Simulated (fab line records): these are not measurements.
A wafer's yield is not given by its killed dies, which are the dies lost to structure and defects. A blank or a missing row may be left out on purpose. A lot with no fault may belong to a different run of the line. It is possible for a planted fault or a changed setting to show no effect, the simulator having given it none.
Matching of chambers | flow n5 finfet | rie diel-01 running N5_HKMG_FIN_ETCH_67: 4 sister chambers
The step etches SOC in N2/H2, stops on TiN, target depth 388.9 nm. 4 wafers are shown with their chamber, then 10 later ones without.

WAFERS PAIRED WITH THEIR CHAMBERS
wafer  | chamber | showerhead plenum p Torr (Torr)
L089.6 | 1       | 2.65
L092.4 | 3       | 2.49
L093.2 | 2       | 2.62
L093.4 | 0       | 2.71

WAFERS WHOSE CHAMBER IS MISSING
wafer  | showerhead plenum p Torr (Torr)
L093.6 | 2.62
L094.4 | 2.49
L094.5 | 2.65
L094.6 | 2.62
L097.1 | 2.62
L097.3 | 2.49
L097.6 | 2.64
L096.1 | 2.70
L096.3 | 2.62
L096.4 | 2.49

CHAMBER TAKEN BY EACH
wafer  | from the rows above | in truth
L093.6 | 2                   | 2
L094.4 | 3                   | 3
L094.5 | 1                   | 1
L094.6 | 2                   | 2
L097.1 | 2                   | 2
L097.3 | 3                   | 3
L097.6 | 1                   | 1
L096.1 | 0                   | 0
L096.3 | 2                   | 2
L096.4 | 3                   | 3
Placed correctly: 10 of 10. Left unplaced by these rows: 0. Wrongly placed: 0.
How it was worked out, from the rows above alone: a wafer's distance from a chamber is the root of the sum, over the readings, of the square of ((its reading less the chamber's mean) divided by the reading's scatter). The wafer belongs to the nearest chamber; if the next one is less than 2 further off, it can't be placed. A chamber's mean is the mean of its shown wafers. The scatter: with one shown wafer a chamber, the root of the mean of the squares of how far each hidden wafer lies from its nearest shown one.
